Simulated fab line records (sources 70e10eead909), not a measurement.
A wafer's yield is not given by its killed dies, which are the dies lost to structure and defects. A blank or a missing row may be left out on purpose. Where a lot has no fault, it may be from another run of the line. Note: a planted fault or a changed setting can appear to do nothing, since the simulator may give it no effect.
Which tool did it? / flow nand harc / at 1 step of a route of 1159, 6 lots with 18 wafers sampled

## WHAT THE GAUGES READ, wafer by wafer
NHARC_A_CONTACT_CD_MEAS_69 targets a cd of 200 nm.
lot=L636; measured=day 17 01:31; on=cd sem-03; cd nm (nm)=199.7 198.6 199.3
lot=L639; measured=day 17 22:50; on=cd sem-01; cd nm (nm)=200.2 199.3 200.1
lot=L643; measured=day 19 01:17; on=cd sem-01; cd nm (nm)=199.6 200.0 199.9
lot=L648; measured=day 19 14:16; on=cd sem-02; cd nm (nm)=200.2 199.4 199.9
lot=L649; measured=day 20 05:01; on=cd sem-02; cd nm (nm)=198.8 198.9 200.1
lot=L652; measured=day 20 20:25; on=cd sem-02; cd nm (nm)=198.8 199.5 200.0

## TOOL THAT RAN EACH LOT (tool first, then ch and the chambers of the sampled wafers, then the start)
The record shows no process step preceding these readings.

## THE ANSWER, worked out from the rows above alone
Rule: the lots themselves supply what counts as usual. Put in order of their means at a reading, lots are off if they are a third of the lots or fewer, leave a main group of 4 or more, and stand apart from it by a gap of 3 or more times the standard deviation of the main group's means; of several such gaps the widest counts. If all means in a main group match to the digits the tables above print for the reading, that group is not used. Also off: a lot with no number at a reading for which 4 or more lots have one. All remaining lots with rows at the step are treated as sound.
Nothing can be told from this: no lot is off at any reading shown.

## WHAT HAD BEEN PUT IN BY THE SIMULATOR
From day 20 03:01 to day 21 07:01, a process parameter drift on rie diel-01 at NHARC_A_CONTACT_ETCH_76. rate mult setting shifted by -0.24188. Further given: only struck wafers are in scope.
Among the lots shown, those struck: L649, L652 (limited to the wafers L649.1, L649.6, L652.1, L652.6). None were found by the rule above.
